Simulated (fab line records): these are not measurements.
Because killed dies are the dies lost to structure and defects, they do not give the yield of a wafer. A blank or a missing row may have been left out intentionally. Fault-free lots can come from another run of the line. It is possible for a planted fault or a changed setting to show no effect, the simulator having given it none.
Chamber matching    flow n5-finfet    rie-diel-02 running N5_BEOL_M6_ETCH_65: 4 sister chambers
The step etches SiARC in CF4, target depth 15.6 nm, time 26 s. 4 wafers are shown with their chamber, then 7 later ones without.

## WAFERS PAIRED WITH THEIR CHAMBERS
wafer   chamber  showerhead-plenum-p-Torr (Torr)
L086.4  2        2.19
L086.5  1        2.25
L089.1  0        2.09
L089.4  3        2.18

## WAFERS MISSING THEIR CHAMBER
wafer   showerhead-plenum-p-Torr (Torr)
L089.6  2.19
L090.1  2.24
L090.3  2.09
L090.4  2.19
L094.1  2.08
L094.2  2.18
L094.4  2.24

## THE CHAMBER EACH PASSED THROUGH
wafer   from the rows above      in truth
L089.6  can't be placed: 2 or 3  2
L090.1  1                        1
L090.3  0                        0
L090.4  can't be placed: 2 or 3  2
L094.1  0                        0
L094.2  can't be placed: 3 or 2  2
L094.4  1                        1
Correctly placed: 4 of 7. These rows do not allow placing 3 (true chamber among the candidates in 3). Placed wrongly: 0.
How it was worked out, from the rows above alone: a wafer's distance from a chamber is the root of the sum, over the readings, of the square of ((its reading less the chamber's mean) divided by the reading's scatter). If the next closest chamber is less than 2 further off than the closest, the wafer can't be placed; otherwise it belongs to the closest. Each chamber's mean is taken over the wafers shown for it. The scatter: root of mean squared gap, hidden wafer to nearest shown wafer, with one shown wafer a chamber.
